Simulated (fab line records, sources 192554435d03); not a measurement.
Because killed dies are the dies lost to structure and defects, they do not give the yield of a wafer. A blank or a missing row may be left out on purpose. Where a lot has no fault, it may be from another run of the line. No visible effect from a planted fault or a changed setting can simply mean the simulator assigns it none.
Which tool is to blame? | flow n5_finfet | 24 wafers from 8 lots sampled at 6 of the route's 1938 steps

== WHAT EACH GAUGE READ, for each wafer ==
N5_SD_ACTIVATION_RS_MEAS_03: the measuring method here is four-point-probe.
lot  | measured    | on            | RS_SD_N (ohm/sq)  | RS_SD_P (ohm/sq)
L989 | day 3 16:51 | film_metro-01 | 21.68 22.02 21.89 | 58.4 57.9 57.7
L994 | day 4 21:22 | film_metro-02 | 21.76 22.00 21.64 | 56.6 57.3 57.1
L996 | day 5 09:37 | film_metro-01 | 21.99 21.40 21.60 | 57.0 56.2 55.9
L998 | day 6 03:38 | film_metro-02 | 22.15 21.97 21.83 | 56.5 56.7 55.6
L104 | day 7 11:25 | film_metro-01 | 15.18 15.30 14.98 | 68.7 68.8 68.9
L107 | day 8 03:43 | film_metro-01 | 15.12 15.32 15.48 | 66.9 67.7 67.0
L109 | day 8 19:26 | film_metro-01 | 21.88 21.69 22.10 | 56.8 55.8 56.2
L111 | day 9 04:22 | film_metro-02 | 22.38 21.82 21.95 | 54.9 55.3 55.9

N5_ILD0_THK_MEAS_04.
lot  | measured    | on            | thk_nm (nm)
L989 | day 3 19:52 | film_metro-02 | 197.5 195.9 195.4
L994 | day 5 00:23 | film_metro-02 | 196.9 196.8 195.1
L996 | day 5 13:25 | film_metro-01 | 197.0 197.8 197.3
L998 | day 6 06:40 | film_metro-01 | 198.2 197.9 197.1
L104 | day 7 14:25 | film_metro-01 | 199.3 199.2 199.2
L107 | day 8 06:43 | film_metro-01 | 197.1 196.7 197.2
L109 | day 8 22:49 | film_metro-02 | 197.0 198.6 197.8
L111 | day 9 08:33 | film_metro-02 | 198.7 199.0 198.0

N5_BEOL_M4_RC_MEAS_101.
lot  | measured     | on        | DIBL_N (mV/V)  | DIBL_P (mV/V)  | IOFF_N (nA/um) | IOFF_P (nA/um) | IOFF_P_85C (nA/um) | IOFF_P_LIN (nA/um) | IOFF_P_LONG (nA/um)        | ION_N (uA/um) | ION_P (uA/um) | RC_DENSE_N (ohm.um) | RC_DENSE_P (ohm.um) | RC_N (ohm.um)  | RC_P (ohm.um)  | REXT_N (ohm.um) | RS_SD_N (ohm/sq) | RS_SD_P (ohm/sq) | SS_N (mV/dec)  | SS_P (mV/dec)  | VT_N (mV)   | VT_P (mV)
L989 | day 8 10:36  | prober-01 | 38.6 37.0 36.2 | 39.1 37.7 36.8 | 0.22 0.19 0.18 | 0.26 0.24 0.22 | 4.4 4.2 4.0        | 0.115 0.111 0.105  | 0.000112 0.000114 0.000115 | 692 684 683   | 468 467 464   | 18.2 18.6 18.7      | 23.1 23.9 23.7      | 14.8 15.2 15.3 | 18.8 19.1 19.4 | 75.7 77.4 77.2  | 28.3 28.6 28.6   | 67.3 68.0 67.1   | 71.6 71.2 71.8 | 73.7 73.8 73.9 | 248 246 245 | -250 -248 -250
L994 | day 10 01:47 | prober-02 | 35.0 35.8 33.0 | 36.6 36.6 33.8 | 0.15 0.16 0.13 | 0.19 0.18 0.15 | 3.3 3.2 2.7        | 0.087 0.086 0.076  | 9.9e-05 9.5e-05 9.5e-05    | 669 675 671   | 457 455 454   | 18.6 18.2 19.6      | 23.9 23.2 25.0      | 15.6 14.9 15.9 | 19.3 19.0 20.2 | 75.9 75.1 75.7  | 28.6 28.5 28.1   | 66.5 66.7 66.8   | 71.6 72.2 70.9 | 72.8 73.2 72.9 | 250 249 252 | -255 -254 -257
L996 | day 10 05:44 | prober-01 | 36.0 38.7 37.0 | 34.2 37.7 36.6 | 0.13 0.18 0.14 | 0.16 0.20 0.19 | 2.9 3.6 3.4        | 0.079 0.094 0.089  | 9.6e-05 9.1e-05 0.0001     | 669 673 679   | 453 453 460   | 19.2 19.0 18.1      | 24.3 23.9 22.8      | 15.7 15.4 14.8 | 19.7 19.3 18.4 | 74.5 74.0 74.8  | 28.2 27.8 28.2   | 66.1 65.2 65.9   | 71.8 72.5 72.0 | 73.8 73.7 73.5 | 254 253 252 | -255 -253 -254
L998 | day 10 18:38 | prober-02 | 35.9 36.1 36.6 | 37.2 37.2 37.4 | 0.18 0.19 0.19 | 0.21 0.22 0.22 | 3.7 3.9 3.9        | 0.098 0.103 0.101  | 0.000101 9.9e-05 0.000101  | 686 687 688   | 464 464 462   | 18.4 18.4 18.5      | 23.2 23.5 23.5      | 14.9 14.9 15.0 | 18.9 18.9 19.0 | 75.9 74.2 75.2  | 28.9 28.7 28.4   | 66.2 66.1 65.8   | 71.9 71.7 72.1 | 73.5 73.9 73.7 | 248 248 248 | -253 -251 -252
L104 | day 12 05:36 | prober-01 | 39.3 39.4 38.4 | 51.2 50.9 50.0 | 0.22 0.22 0.20 | 0.45 0.44 0.39 | 6.8 6.6 6.0        | 0.162 0.158 0.144  | 0.001257 0.001298 0.001273 | 712 718 702   | 416 415 407   | 13.4 13.2 13.4      | 32.9 31.9 33.0      | 10.9 10.7 10.9 | 26.9 26.1 26.6 | 59.3 59.0 59.4  | 20.5 20.3 20.1   | 80.9 81.1 81.6   | 72.7 72.3 72.0 | 75.9 75.4 75.5 | 246 243 246 | -251 -251 -256
L107 | day 12 11:17 | prober-02 | 36.8 41.2 35.6 | 49.7 52.5 46.6 | 0.18 0.28 0.16 | 0.39 0.51 0.33 | 6.1 7.6 5.2        | 0.147 0.176 0.127  | 0.001259 0.00119 0.001082  | 702 717 680   | 412 416 403   | 13.2 12.5 12.9      | 32.7 31.3 31.9      | 10.7 10.3 10.5 | 26.5 25.3 26.0 | 62.0 59.8 60.7  | 20.4 20.7 20.8   | 79.1 79.4 78.2   | 72.1 73.6 71.8 | 75.8 76.2 75.3 | 247 246 250 | -253 -253 -257
L109 | day 14 02:49 | prober-02 | 36.8 38.6 34.2 | 36.9 37.4 32.8 | 0.16 0.20 0.13 | 0.20 0.21 0.16 | 3.6 3.8 2.9        | 0.095 0.100 0.079  | 9.6e-05 0.000103 9.7e-05   | 672 692 664   | 463 465 452   | 18.8 19.9 18.8      | 23.4 24.8 23.9      | 15.2 16.0 15.3 | 19.2 20.2 19.4 | 74.6 74.2 74.7  | 28.5 28.1 28.3   | 66.1 64.7 66.0   | 71.1 71.9 71.2 | 73.5 73.9 71.9 | 249 247 252 | -253 -251 -254
L111 | day 14 05:08 | prober-01 | 34.0 35.2 35.9 | 33.6 34.5 34.8 | 0.12 0.14 0.15 | 0.18 0.19 0.19 | 3.2 3.3 3.3        | 0.090 0.090 0.092  | 9.8e-05 0.000103 9.8e-05   | 669 666 673   | 459 456 456   | 19.2 20.0 19.5      | 23.8 24.8 24.2      | 15.7 16.1 15.9 | 19.3 20.2 19.9 | 75.8 76.0 75.3  | 29.0 28.1 28.1   | 64.5 65.3 66.1   | 71.1 71.7 71.7 | 73.0 73.5 72.7 | 253 252 250 | -252 -254 -253

== WHAT TOOL EACH LOT RAN ON (gives the tool, then ch and the chambers of the sampled wafers, and finally the start) ==
lot  | N5_SD_EPI_N_ETCH_35               | N5_SD_ACTIVATION_LSA_01           | N5_ILD0_CMP_03
L989 | rie_diel-02 ch 0,1, day 3 06:49   | laser_anneal-02 ch 0, day 3 16:39 | cmp-03 ch 1,2,3, day 3 19:34
L994 | rie_diel-01 ch 0,1,2, day 4 12:46 | laser_anneal-01 ch 0, day 4 21:10 | cmp-03 ch 0,2,3, day 5 00:05
L996 | rie_diel-01 ch 0,1, day 5 00:54   | laser_anneal-01 ch 0, day 5 09:26 | cmp-03 ch 0,1,3, day 5 13:12
L998 | rie_diel-01 ch 0,2, day 5 18:19   | laser_anneal-01 ch 0, day 6 03:25 | cmp-03 ch 0,2, day 6 06:24
L104 | rie_diel-04 ch 0,3, day 7 02:40   | laser_anneal-01 ch 0, day 7 11:13 | cmp-02 ch 0,1,3, day 7 14:12
L107 | rie_diel-01 ch 0,2,3, day 7 18:47 | laser_anneal-01 ch 0, day 8 03:31 | cmp-02 ch 1,2, day 8 06:25
L109 | rie_diel-01 ch 0,2,3, day 8 10:41 | laser_anneal-02 ch 0, day 8 19:14 | cmp-02 ch 0,3, day 8 22:31
L111 | rie_diel-01 ch 0,2,3, day 8 18:02 | laser_anneal-02 ch 0, day 9 04:10 | cmp-03 ch 1,2, day 9 08:15
- N5_SD_EPI_N_ETCH_35: etches SOC in N2/H2, overetch 108 nm, time 486 s.
- N5_SD_ACTIVATION_LSA_01: time 0.0008 s.
- N5_ILD0_CMP_03: polishes, stops on SiNx, t overpolish 1.9 s, target thk 197.38 nm.

== AS READ BY THE TOOLS THEMSELVES (means over the sampled wafers that have a number; for cases with no such wafer, the mark the record gives instead) ==
N5_SD_EPI_N_ETCH_35.
lot  | tool        | drypump_motor_current_A (A) | oes_product_au (a.u.) | rf_vpp_V (V) | showerhead_plenum_p_Torr (Torr) | throttle_valve_pct (%)
L989 | rie_diel-02 | 5.8                         | 0.70                  | 239.8        | 2.47                            | 23.6
L994 | rie_diel-01 | 5.6                         | 0.72                  | 239.5        | 2.48                            | 23.8
L996 | rie_diel-01 | 5.4                         | 0.68                  | 238.7        | 2.42                            | 23.7
L998 | rie_diel-01 | 5.9                         | 0.73                  | 241.1        | 2.54                            | 23.8
L104 | rie_diel-04 | 5.9                         | 0.79                  | 240.2        | 2.51                            | 23.6
L107 | rie_diel-01 | 6.0                         | 0.72                  | 240.0        | 2.49                            | 23.8
L109 | rie_diel-01 | 6.0                         | 0.71                  | 240.2        | 2.49                            | 23.8
L111 | rie_diel-01 | 6.0                         | 0.71                  | 240.3        | 2.49                            | 23.8

N5_SD_ACTIVATION_LSA_01.
lot  | tool            | wafer_temp_C_max
L989 | laser_anneal-02 | 1085.4
L994 | laser_anneal-01 | 1086.7
L996 | laser_anneal-01 | 1087.3
L998 | laser_anneal-01 | 1086.0
L104 | laser_anneal-01 | 1161.5
L107 | laser_anneal-01 | 1164.1
L109 | laser_anneal-02 | 1085.6
L111 | laser_anneal-02 | 1085.4

N5_ILD0_CMP_03.
lot  | tool   | motor_current_A (A) | overpolish_run_s (s) | slurry_flow_ml_min | time_to_endpoint_s (s)
L989 | cmp-03 | 12.7                | 1.894                | 149.7              | 68
L994 | cmp-03 | 11.8                | 1.911                | 149.5              | 74
L996 | cmp-03 | 13.4                | 1.903                | 149.9              | 72
L998 | cmp-03 | 11.1                | 1.900                | 149.6              | 74
L104 | cmp-02 | 12.9                | 1.901                | 150.1              | 73
L107 | cmp-02 | 12.6                | 1.897                | 149.6              | 75
L109 | cmp-02 | 13.1                | 1.891                | 150.1              | 73
L111 | cmp-03 | 12.4                | 1.895                | 150.2              | 73

== THE ANSWER, worked out from the rows above alone ==
Rule: usual is defined by the lots themselves. Put in order of their means at a reading, lots are off if they are a third of the lots or fewer, leave a main group of 4 or more, and stand apart from it by a gap of 3 or more times the standard deviation of the main group's means; of several such gaps the widest counts. The tables above print the reading to a certain number of digits; a main group whose means all agree to those digits is not used. A lot without any number at a reading at which 4 lots or more have one is off too. The other lots that the step has rows for count as sound. First the gauges in route order, then the tools' own readings, where a lot's mean is used as printed above. The first step at which some lot is off is used, and at that step the reading that is off furthest; a lot without a number counts as furthest.
Off: L104, L107, at N5_SD_ACTIVATION_RS_MEAS_03 (RS_SD_N). Main group: mean 21.88 ohm/sq, sd 0.12.
A tool fits if, at a process step before that reading, it ran every lot that is off, and no sound lot after the first of them. The gauges at N5_SD_ACTIVATION_RS_MEAS_03 aren't tried: what is off there is off at N5_BEOL_M4_RC_MEAS_101 too, on other tools, and a gauge's error can't cause that. One fits: N5_SD_ACTIVATION_LSA_01 on laser_anneal-01. A fault onset in the window from L998 (day 6 03:25, its last sound lot) to L104 (day 7 11:13, its first lot off) fits.
On the lots that are off, the tool's own readings at N5_SD_ACTIVATION_LSA_01 differ by more than 5 times the standard deviation of the sound lots' means, which bears it out; wafer_temp_C_max reads 1162.8 there versus 1086.1 on the sound lots.

== WHAT THE SIMULATOR HAD INSERTED ==
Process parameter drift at N5_SD_ACTIVATION_LSA_01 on laser_anneal-01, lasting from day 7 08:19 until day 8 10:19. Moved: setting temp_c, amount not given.
Lots struck among those shown: L104, L107. The rule above reached the same finding.
